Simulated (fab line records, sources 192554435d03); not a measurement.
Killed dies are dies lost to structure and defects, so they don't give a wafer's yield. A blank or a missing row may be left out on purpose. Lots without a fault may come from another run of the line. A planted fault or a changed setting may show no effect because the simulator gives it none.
Chamber matching | flow n5_finfet | N5_BEOL_M2_ETCHBACK_99 on rie_diel-01: 4 sister chambers
The step etches SiO2 in CHF3, target depth 5 nm, time 10.4 s. 16 wafers are shown with their chamber, then 8 later ones without.

WAFERS WITH THEIR CHAMBER
wafer  | chamber | drypump_motor_current_A (A) | throttle_valve_pct (%) | showerhead_plenum_p_Torr (Torr)
L079.2 | 0       | 6.0                         | 17.11                  | 2.18
L079.5 | 3       | 6.0                         | 17.07                  | 2.13
L079.6 | 1       | 6.7                         | 17.01                  | 2.11
L081.1 | 2       | 5.1                         | 16.52                  | 2.11
L081.4 | 3       | 6.1                         | 17.09                  | 2.13
L081.6 | 2       | 5.2                         | 16.53                  | 2.11
L082.1 | 3       | 6.0                         | 17.09                  | 2.12
L082.2 | 2       | 5.2                         | 16.51                  | 2.11
L082.5 | 2       | 5.1                         | 16.53                  | 2.11
L083.2 | 1       | 6.7                         | 17.04                  | 2.11
L083.5 | 0       | 6.0                         | 17.13                  | 2.17
L083.6 | 1       | 6.7                         | 17.04                  | 2.11
L086.1 | 3       | 6.1                         | 17.10                  | 2.12
L086.5 | 2       | 5.1                         | 16.53                  | 2.11
L086.6 | 1       | 6.7                         | 17.05                  | 2.10
L087.2 | 0       | 6.0                         | 17.15                  | 2.17

SIGNATURES (means of the wafers above)
reading                  | chamber 0 | chamber 1 | chamber 2 | chamber 3 | scatter within a chamber
drypump_motor_current_A  | 6.000     | 6.700     | 5.140     | 6.050     | 0.0428
throttle_valve_pct       | 17.1300   | 17.0350   | 16.5240   | 17.0875   | 0.0144
showerhead_plenum_p_Torr | 2.1733    | 2.1075    | 2.1100    | 2.1250    | 0.00449
Rule: a wafer's distance from a chamber is the root of the sum, over the readings, of the square of ((its reading less the chamber's mean) divided by the reading's scatter). The wafer belongs to the nearest chamber; if the next one is less than 2 further off, it can't be placed. The scatter: the root of (the sum of the squares of (reading less its chamber's mean) over the shown wafers, divided by (wafers less chambers)).

WAFERS WITHOUT THEIR CHAMBER
wafer  | drypump_motor_current_A (A) | throttle_valve_pct (%) | showerhead_plenum_p_Torr (Torr)
L087.3 | 5.1                         | 16.55                  | 2.11
L087.5 | 6.7                         | 17.08                  | 2.10
L094.2 | 5.2                         | 16.58                  | 2.10
L094.4 | 6.8                         | 17.09                  | 2.10
L094.5 | 6.0                         | 17.17                  | 2.17
L096.2 | 6.7                         | 17.10                  | 2.10
L096.3 | 5.1                         | 16.58                  | 2.10
L096.6 | 6.7                         | 17.10                  | 2.10

WHICH CHAMBER EACH WENT THROUGH
wafer  | from the rows above | in truth
L087.3 | 2                   | 2
L087.5 | 1                   | 1
L094.2 | 2                   | 2
L094.4 | 1                   | 1
L094.5 | 0                   | 0
L096.2 | 1                   | 1
L096.3 | 2                   | 2
L096.6 | 1                   | 1
Placed correctly: 8 of 8. Can't be placed from these rows: 0. Placed wrongly: 0.
